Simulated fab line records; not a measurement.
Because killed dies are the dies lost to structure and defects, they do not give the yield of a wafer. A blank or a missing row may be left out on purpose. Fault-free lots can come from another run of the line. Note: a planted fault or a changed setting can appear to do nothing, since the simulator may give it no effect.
Comparing a struck lot with a sound one ; flow nand-harc ; 15 steps out of a route of 1302
Sound: the wafers L470.2, L470.5, L470.6. Struck: wafer L472.4 (L472.2, L472.3, from the same lot, were not struck and are left out); the cause is given at the end.
Each step with rows lists, per side, the tool, then ch with its chambers, then its first start. Under that, the readings that differ: sound wafers ; struck wafers ; difference of the means ; sigmas: that difference in standard deviations of wafers without a fault.
alike: words and numbers the same on both sides, and readings whose means are apart by under 2 such deviations; not compared: readings that were withheld, readings missing a value for some wafer, numbers with overlapping values and no deviation given by the record, and bounds like >300 which may hide the same value.
A row with sigmas, a row that says differs or no value, or rows on one side alone: a step with any of these is where the two part. When numbers do not overlap yet have no deviation, they are printed without sigmas and do not part them. A reading that every wafer of one side lacks parts them only if that side has two wafers or more.

first, 7 steps without rows for these wafers: NHARC_A_SLIT_HMDS_02 (time 30 s); NHARC_A_SLIT_COAT_03 (resist thk 90 nm); NHARC_A_SLIT_SOFTBAKE_04 (time 55 s); NHARC_A_SLIT_EBR_05; NHARC_A_SLIT_EXPOSE_06 (exposes mask SLIT); NHARC_A_SLIT_PEB_07 (peb time 65 s); NHARC_A_SLIT_DEVELOP_08 (develop time 35 s).
NHARC_A_SLIT_CD_MEAS_09 targets a cd of 300 nm.
  sound on cd-sem-01 ch 0, day 25 00:38; struck on cd-sem-01 ch 0, day 25 10:54
  alike: cd-nm
NHARC_A_SLIT_OVL_MEAS_10:
  sound on overlay-02 at day 25 00:43; struck on overlay-02 at day 25 10:59
reading;sound;struck;difference;sigmas
overlay-x-nm (nm);-1.0 -0.4 -0.7;1.4;+2.1;+2
overlay-y-nm (nm);2.3 2.2 2.2;0.4;-1.8;-2
NHARC_A_SLIT_INSPECT_11:
  sound on defect-inspect-01 at day 25 00:45; struck on defect-inspect-01 at day 25 11:02
reading;sound;struck;difference;sigmas
raw-defect-count;25 25 16;88;+66;+3
NHARC_A_SLIT_DESCUM_14: chemistry O2, time 3 s.
  sound on rie-diel-05 ch 0,3, day 25 00:49; struck on rie-diel-10 ch 1, day 25 11:05
reading;sound;struck;difference;sigmas
drypump-motor-current-A (A);6.3 6.7 6.3;4.9;-1.5;-3
oes-product-au (a.u.);1.017 1.009 1.009;0.976;-0.036;-3
  alike: rf-vpp-V, showerhead-plenum-p-Torr, throttle-valve-pct
  not compared: rf-hours-counter-h
NHARC_A_SLIT_ETCH_24: etches the open film in CF4/CHF3, target depth 121 nm, time 60.5 s.
  sound on rie-diel-05 ch 1,2, day 25 00:55; struck on rie-diel-10 ch 1, day 25 11:10
reading;sound;struck;difference;sigmas
oes-product-au (a.u.);0.978 0.982 0.984;0.933;-0.048;-2
  alike: chf3-flow-sccm, drypump-motor-current-A, rf-vpp-V, showerhead-plenum-p-Torr, throttle-valve-pct
  not compared: rf-hours-counter-h
NHARC_A_SLIT_ETCH_15: etches the open film in O2/COS, target depth 6200 nm, time 1612 s.
  sound on rie-diel-05 ch 0,3, day 25 00:59; struck on rie-diel-10 ch 0, day 25 11:22
reading;sound;struck;difference;sigmas
drypump-motor-current-A (A);6.6 6.3 6.7;5.3;-1.2;-2
oes-product-au (a.u.);0.997 1.004 0.993;0.852;-0.146;-12
  alike: rf-vpp-V, showerhead-plenum-p-Torr, throttle-valve-pct
  not compared: rf-hours-counter-h
NHARC_A_SLIT_ETCH_17: etches the open film in C4F8/O2/Ar, time 4254.5 s, target depth 20300 nm.
  sound on har-etch-01 ch 0,1, day 25 03:17; struck on har-etch-02 ch 0, day 25 14:46
reading;sound;struck;difference;sigmas
throttle-valve-pct (%);32.038 32.045 32.045;32.062;+0.019;+2
  alike: drypump-motor-current-A, showerhead-plenum-p-Torr
  not compared: rf-hours-counter-h
-- jump in the record: it breaks off in module A_SLIT and resumes in module END (first step shown: number 1302 of the route), and 5 days separate the struck wafers' starts before and after --
NHARC_END_SORT_01:
  only the struck wafers appear in the record here, on prober-01 ch 0 at day 30 12:55; the sound ones have no rows

## WHERE THEY PART
Last at NHARC_END_SORT_01 as far as this record goes, first at NHARC_A_SLIT_OVL_MEAS_10.

WHY: the cause the simulator had injected
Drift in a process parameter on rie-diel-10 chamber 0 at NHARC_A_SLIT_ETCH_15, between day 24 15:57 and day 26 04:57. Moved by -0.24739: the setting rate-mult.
